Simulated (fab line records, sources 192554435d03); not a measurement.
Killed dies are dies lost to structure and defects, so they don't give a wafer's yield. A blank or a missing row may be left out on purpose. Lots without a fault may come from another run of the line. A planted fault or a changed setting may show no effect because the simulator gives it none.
Which tool did it? | flow n5_finfet | 11 lots, 30 wafers sampled, at 4 steps of a route of 1938

WHAT THE GAUGES READ, wafer by wafer
N5_MOL_CONTACT_COAG_INSPECT_97: inspects for defects (darkfield).
lot  | measured     | on                | raw_defect_count
L149 | day 5 15:29  | defect_inspect-01 | 51 17 29
L151 | day 6 02:06  | defect_inspect-02 | 64 18 39
L152 | day 6 14:55  | defect_inspect-01 | 19 26 47
L155 | day 7 02:16  | defect_inspect-02 | 1179 36
L157 | day 7 13:47  | defect_inspect-01 | 47 1004
L159 | day 8 06:27  | defect_inspect-01 | 1195 25
L165 | day 9 18:16  | defect_inspect-01 | 59 32 53
L167 | day 10 04:53 | defect_inspect-02 | 27 24 36
L168 | day 10 07:55 | defect_inspect-01 | 28 46 43
L169 | day 10 15:23 | defect_inspect-01 | 35 48 57
L171 | day 11 08:58 | defect_inspect-01 | 56 42 32

WHICH TOOL RAN EACH LOT (tool, then ch and the chambers of the sampled wafers, then the start)
lot  | N5_MOL_CONTACT_COAG_DESCUM_45      | N5_MOL_CONTACT_COAG_ETCHBACK_136   | N5_MOL_CONTACT_COAG_CMP_52
L149 | rie_diel-06 ch 1,2, day 5 10:52    | rie_diel-01 ch 0,1,3, day 5 11:17  | cmp-01 ch 2,3, day 5 12:10
L151 | rie_diel-01 ch 0,1,2, day 5 21:16  | rie_diel-02 ch 0,2, day 5 21:46    | cmp-04 ch 0,2,3, day 5 22:41
L152 | rie_diel-02 ch 1,3, day 6 09:58    | rie_diel-06 ch 1,2, day 6 10:35    | cmp-01 ch 0,1,3, day 6 11:38
L155 | rie_diel-02 ch 1,2, day 6 21:23    | rie_diel-01 ch 1,3, day 6 22:04    | cmp-01 ch 0,3, day 6 22:57
L157 | rie_diel-02 ch 0,1, day 7 09:03    | rie_diel-02 ch 1,3, day 7 09:35    | cmp-01 ch 0,3, day 7 10:26
L159 | rie_diel-01 ch 0,2, day 8 01:50    | rie_diel-01 ch 2,3, day 8 02:16    | cmp-01 ch 0,1, day 8 03:11
L165 | rie_diel-06 ch 0,2,3, day 9 12:49  | rie_diel-01 ch 0,1,2, day 9 13:53  | cmp-03 ch 0,1,3, day 9 14:58
L167 | rie_diel-02 ch 0,1,2, day 10 00:11 | rie_diel-06 ch 1,3, day 10 00:40   | cmp-04 ch 1,2,3, day 10 01:31
L168 | rie_diel-06 ch 0,1,3, day 10 01:58 | rie_diel-01 ch 0,1,2, day 10 02:28 | cmp-04 ch 0,3, day 10 03:19
L169 | rie_diel-01 ch 0,1,2, day 10 10:44 | rie_diel-02 ch 0,2,3, day 10 11:11 | cmp-01 ch 0,2,3, day 10 12:05
L171 | rie_diel-02 ch 1,2,3, day 11 04:14 | rie_diel-02 ch 1,3, day 11 04:41   | cmp-04 ch 0,1, day 11 05:34
- N5_MOL_CONTACT_COAG_DESCUM_45: chemistry O2, time 7 s.
- N5_MOL_CONTACT_COAG_ETCHBACK_136: etches SiO2 in CHF3, target depth 25 nm, time 16.7 s.
- N5_MOL_CONTACT_COAG_CMP_52: polishes, stops on SiO2, t overpolish 1.5 s, target thk 66.5 nm.

THE ANSWER, worked out from the rows above alone
Rule: what is usual is taken from the lots themselves. Put in order of their means at a reading, lots are off if they are a third of the lots or fewer, leave a main group of 4 or more, and stand apart from it by a gap of 3 or more times the standard deviation of the main group's means; of several such gaps the widest counts. A main group whose means are all the same, to the digits that the tables above print for the reading, isn't used. A lot without any number at a reading at which 4 lots or more have one is off too. The other lots that the step has rows for count as sound.
Off: L155, L157, L159, at N5_MOL_CONTACT_COAG_INSPECT_97 (raw_defect_count). The main group: mean 39, standard deviation 6.8.
A tool fits if, at a process step before that reading, it ran every lot that is off, and no sound lot after the first of them. The gauges at N5_MOL_CONTACT_COAG_INSPECT_97 are tried like those tools. None of those tried fits.

WHAT THE SIMULATOR HAD PUT IN
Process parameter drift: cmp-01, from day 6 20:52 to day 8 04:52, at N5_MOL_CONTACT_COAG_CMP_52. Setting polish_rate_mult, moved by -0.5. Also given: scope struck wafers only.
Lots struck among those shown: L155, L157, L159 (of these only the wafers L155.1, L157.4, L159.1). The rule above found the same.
